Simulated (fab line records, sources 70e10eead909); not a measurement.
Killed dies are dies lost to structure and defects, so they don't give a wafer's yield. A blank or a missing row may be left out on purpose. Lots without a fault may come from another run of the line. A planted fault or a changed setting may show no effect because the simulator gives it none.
A struck lot beside a sound one | flow nand_harc | 14 steps out of a route of 1159
Sound: wafers L337.1, L337.5, L337.6. Struck: wafers L346.2, L346.4, L346.6. The cause comes at the end.
At each step with rows: each side's tool, then ch and its chambers, then its first start. Under that, the readings that differ: sound wafers | struck wafers | difference of the means | sigmas: that difference in standard deviations of wafers without a fault.
alike: readings whose means differ by less than 2 such deviations, and words and numbers that are the same on both sides. not compared: withheld readings, readings that some wafer has no value for, bounds like >300 that may hide the same value, and numbers for which the record gives no deviation and whose values overlap.
The two part at a step that has a row with sigmas, a row that says differs or no value, or rows on one side only. Numbers that don't overlap but have no deviation are shown without sigmas and don't part them. A reading that every wafer of one side lacks parts them only if that side has two wafers or more.

first, 4 steps without rows for these wafers: NHARC_P_CONTACT_EBR_08; NHARC_P_CONTACT_EXPOSE_09 (exposes mask P CA, target cd 90 nm); NHARC_P_CONTACT_PEB_10 (peb time 65 s); NHARC_P_CONTACT_DEVELOP_11 (develop time 35 s).
NHARC_P_CONTACT_CD_MEAS_12: target cd 90 nm.
  sound on cd_sem-02 ch 0, day 6 03:22; struck on cd_sem-02 ch 0, day 8 23:07
  alike: cd_nm
NHARC_P_CONTACT_OVL_MEAS_13:
  sound on overlay-01, day 6 03:27; struck on overlay-02, day 8 23:12
  alike: overlay_x_nm, overlay_y_nm
NHARC_P_CONTACT_INSPECT_14:
  sound on defect_inspect-02, day 6 03:29; struck on defect_inspect-02, day 8 23:14
  alike: raw_defect_count
NHARC_P_CONTACT_DESCUM_17: chemistry O2, time 3 s.
  sound on rie_diel-03 ch 0,1, day 6 03:34; struck on rie_diel-13 ch 2,3, day 8 23:18
  alike: drypump_motor_current_A, oes_product_au, rf_vpp_V, showerhead_plenum_p_Torr, throttle_valve_pct
  not compared: rf_hours_counter_h
NHARC_P_CONTACT_ETCH_35: etches the open film in CF4, target depth 39 nm, time 65 s.
  sound on rie_diel-03 ch 1,2,3, day 6 03:40; struck on rie_diel-13 ch 0,2, day 8 23:23
  reading      | sound             | struck            | difference | sigmas
  rf_vpp_V (V) | 151.4 152.9 151.6 | 149.5 149.3 148.4 | -2.9       | -2
  alike: bias_w, cf4_flow_sccm, drypump_motor_current_A, oes_product_au, showerhead_plenum_p_Torr, throttle_valve_pct
  not compared: rf_hours_counter_h
NHARC_P_CONTACT_ETCH_36: etches the open film in N2/H2, target depth 260 nm, time 406.25 s.
  sound on rie_diel-03 ch 1,2; struck on rie_diel-13 ch 0,2,3
  reading               | sound             | struck            | difference | sigmas
  oes_product_au (a.u.) | 0.977 0.973 0.999 | 1.008 1.006 1.012 | +0.026     | +2
  alike: bias_w, chamber_pressure_mTorr, drypump_motor_current_A, rf_vpp_V, showerhead_plenum_p_Torr, throttle_valve_pct
  not compared: rf_hours_counter_h
NHARC_P_CONTACT_ETCH_18: etches the open film in C4F8/O2/Ar, target depth 481 nm, time 240.5 s.
  sound on rie_diel-03 ch 0,3; struck on rie_diel-13 ch 0,2
  alike: bias_w, chamber_pressure_mTorr, oes_product_au, rf_vpp_V
  not compared: rf_hours_counter_h
then, 1 step without rows for these wafers: NHARC_P_CONTACT_STRIP_37 (strips in C4F8/O2/Ar).
NHARC_P_CONTACT_ETCH_31: etches the open film in CH3F/O2, target depth 30 nm, time 85.7 s.
  sound on rie_diel-03 ch 0,2,3, day 6 04:19; struck on rie_diel-13 ch 2,3, day 9 00:02
  no value came back on the struck wafers for any of 7 readings (bias_w (W), ch3f_flow_sccm (sccm) and others); on the sound wafers bias_w (W) reads 99.8 100.5 100.4
  not compared: rf_hours_counter_h
NHARC_P_CONTACT_CD_MEAS_19:
  sound on cd_sem-01, day 6 04:25; struck on cd_sem-02, day 9 00:11
  alike: cd_nm

WHERE THEY PART
First at NHARC_P_CONTACT_ETCH_35; last, within this record, at NHARC_P_CONTACT_ETCH_31. Later steps at which nothing parts them and some readings are alike: NHARC_P_CONTACT_CD_MEAS_19.

WHY: what the simulator had put in
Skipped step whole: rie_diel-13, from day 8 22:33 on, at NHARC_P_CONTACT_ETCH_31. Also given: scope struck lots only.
